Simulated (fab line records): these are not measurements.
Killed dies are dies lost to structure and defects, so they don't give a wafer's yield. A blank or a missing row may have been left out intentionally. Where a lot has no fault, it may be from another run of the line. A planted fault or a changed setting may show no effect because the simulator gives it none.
A struck lot beside a sound one | flow nand-harc | 15 steps out of a route of 1159
Sound: the wafers L199.2, L199.4, L199.5. Struck: wafer L209.5 (left out: L209.4, L209.6 of the same lot, which were not struck); the cause appears at the end.
Per side, at each step with rows, come the tool, then ch with its chambers, and then its first start. Under that, the readings that differ: sound wafers | struck wafers | difference of the means | sigmas: that difference in standard deviations of wafers without a fault.
alike: words and numbers the same on both sides, and readings whose means are apart by under 2 such deviations; not compared: readings that were withheld, readings missing a value for some wafer, numbers with overlapping values and no deviation given by the record, and bounds like >300 which may hide the same value.
The two part at a step that has a row with sigmas, a row that says differs or no value, or rows on one side only. When numbers do not overlap yet have no deviation, they are printed without sigmas and do not part them. Lack of a reading on every wafer of one side parts them only where that side has two or more wafers.

first, 4 steps without rows for these wafers: NHARC_P_M2_EBR_05; NHARC_P_M2_EXPOSE_06 (exposes mask P M2, target cd 170 nm); NHARC_P_M2_PEB_07 (peb time 65 s); NHARC_P_M2_DEVELOP_08 (develop time 35 s).
NHARC_P_M2_CD_MEAS_09 targets a cd of 170 nm.
  sound on cd-sem-01 ch 0, day 6 21:47; struck on cd-sem-01 ch 0, day 9 10:41
  alike: cd-nm
NHARC_P_M2_OVL_MEAS_10: pitch 340 nm.
  struck on overlay-02, day 9 10:46; sound on overlay-01, day 6 21:52
  reading           | sound       | struck | difference | sigmas
  overlay-x-nm (nm) | 1.4 1.6 2.1 | 0.0    | -1.7       | -2
  overlay-y-nm (nm) | 0.8 0.7 0.2 | 2.3    | +1.7       | +2
NHARC_P_M2_INSPECT_11:
  struck on defect-inspect-02, day 9 10:48; sound on defect-inspect-01, day 6 21:55
  alike: raw-defect-count
NHARC_P_M2_DESCUM_14: chemistry O2, time 3 s.
  sound on rie-diel-09 ch 1,2, day 6 21:59; struck on rie-diel-04 ch 2, day 9 10:52
  reading                         | sound          | struck | difference | sigmas
  showerhead-plenum-p-Torr (Torr) | 1.78 1.78 1.80 | 1.98   | +0.19      | +3
  alike: chamber-pressure-mTorr, drypump-motor-current-A, oes-product-au, rf-vpp-V, throttle-valve-pct
  not compared: rf-hours-counter-h
NHARC_P_M2_ETCH_35: etches the open film in N2/H2, target depth 40 nm, overetch 12 nm, time 43.94 s.
  sound on rie-diel-09 ch 1,3, day 6 22:05; struck on rie-diel-04 ch 3, day 9 10:58
  reading                         | sound             | struck | difference | sigmas
  rf-vpp-V (V)                    | 427.8 428.3 426.5 | 434.0  | +6.5       | +3
  showerhead-plenum-p-Torr (Torr) | 1.98 1.98 1.90    | 2.15   | +0.20      | +3
  alike: bias-w, chamber-pressure-mTorr, drypump-motor-current-A, n2-flow-sccm, oes-product-au, throttle-valve-pct
  not compared: rf-hours-counter-h
NHARC_P_M2_ETCH_15: etches the open film in C4F8/Ar, target depth 182.5 nm, time 91.2 s.
  sound: rie-diel-09 ch 1,2; struck: rie-diel-04 ch 2
  reading      | sound             | struck | difference | sigmas
  rf-vpp-V (V) | 435.4 437.7 437.3 | 443.6  | +6.8       | +3
  alike: bias-w, chamber-pressure-mTorr, oes-product-au
  not compared: rf-hours-counter-h
NHARC_P_M2_CD_MEAS_16:
  struck on cd-sem-02, day 9 11:10; sound on cd-sem-03, day 6 22:19
  alike: cd-nm
NHARC_P_M2_STRIP_18: strips in N2/H2.
  sound on rie-diel-09 ch 1,2,3, day 6 22:23; struck on rie-diel-09 ch 0, day 9 11:17
  reading               | sound             | struck | difference | sigmas
  oes-product-au (a.u.) | 1.005 0.996 1.019 | 0.972  | -0.035     | -2
  alike: chamber-pressure-mTorr, drypump-motor-current-A, n2-flow-sccm, rf-vpp-V, showerhead-plenum-p-Torr, throttle-valve-pct
  not compared: rf-hours-counter-h
NHARC_P_M2_ETCH_28: etches the open film in CF4/N2, target depth 30 nm, time 72.99 s.
  sound on rie-diel-09 ch 1,3, day 6 22:41; struck on rie-diel-09 ch 3, day 9 11:29
  reading               | sound             | struck | difference | sigmas
  oes-product-au (a.u.) | 1.006 1.033 1.016 | 0.873  | -0.145     | -9
  alike: bias-w, chamber-pressure-mTorr, drypump-motor-current-A, n2-flow-sccm, rf-vpp-V, showerhead-plenum-p-Torr, throttle-valve-pct
  not compared: rf-hours-counter-h
then, 2 steps without rows for these wafers: NHARC_P_M2_STRIP_19 (strips in post etch residue remover, time 600 s); NHARC_END_SORT_01.

## WHERE THEY PART
Earliest at NHARC_P_M2_OVL_MEAS_10; latest, in this record, at NHARC_P_M2_ETCH_28.

WHY: what the simulator had put in
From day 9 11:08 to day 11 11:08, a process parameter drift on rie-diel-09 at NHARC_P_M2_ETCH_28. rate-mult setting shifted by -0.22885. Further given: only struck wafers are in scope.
